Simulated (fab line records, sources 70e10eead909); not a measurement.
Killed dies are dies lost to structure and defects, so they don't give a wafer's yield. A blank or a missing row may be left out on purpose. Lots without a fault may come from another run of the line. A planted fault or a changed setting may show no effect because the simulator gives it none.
Chamber matching | flow nand_harc | NHARC_A_STAIRCASE_DEP_259 on pecvd-02: 3 sister chambers
The step deposits SiON, target thk 30 nm. 3 wafers are shown with their chamber, then 10 later ones without.

WAFERS WITH THEIR CHAMBER
wafer  | chamber | heater_power_w (W)
L089.2 | 1       | 807
L090.1 | 2       | 701
L090.2 | 0       | 711

WAFERS WITHOUT THEIR CHAMBER
wafer  | heater_power_w (W)
L090.4 | 714
L094.1 | 790
L094.3 | 702
L094.5 | 683
L093.2 | 844
L093.3 | 701
L093.5 | 695
L096.1 | 665
L096.5 | 668
L096.6 | 726

WHICH CHAMBER EACH WENT THROUGH
wafer  | from the rows above     | in truth
L090.4 | can't be placed: 0 or 2 | 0
L094.1 | 1                       | 1
L094.3 | can't be placed: 2 or 0 | 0
L094.5 | can't be placed: 2 or 0 | 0
L093.2 | 1                       | 1
L093.3 | can't be placed: 2 or 0 | 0
L093.5 | can't be placed: 2 or 0 | 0
L096.1 | can't be placed: 2 or 0 | 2
L096.5 | can't be placed: 2 or 0 | 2
L096.6 | can't be placed: 0 or 2 | 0
Placed correctly: 2 of 10. Can't be placed from these rows: 8 (the true chamber is among the candidates in 8). Placed wrongly: 0.
How it was worked out, from the rows above alone: a wafer's distance from a chamber is the root of the sum, over the readings, of the square of ((its reading less the chamber's mean) divided by the reading's scatter). The wafer belongs to the nearest chamber; if the next one is less than 2 further off, it can't be placed. A chamber's mean is the mean of its shown wafers. The scatter: with one shown wafer a chamber, the root of the mean of the squares of how far each hidden wafer lies from its nearest shown one.
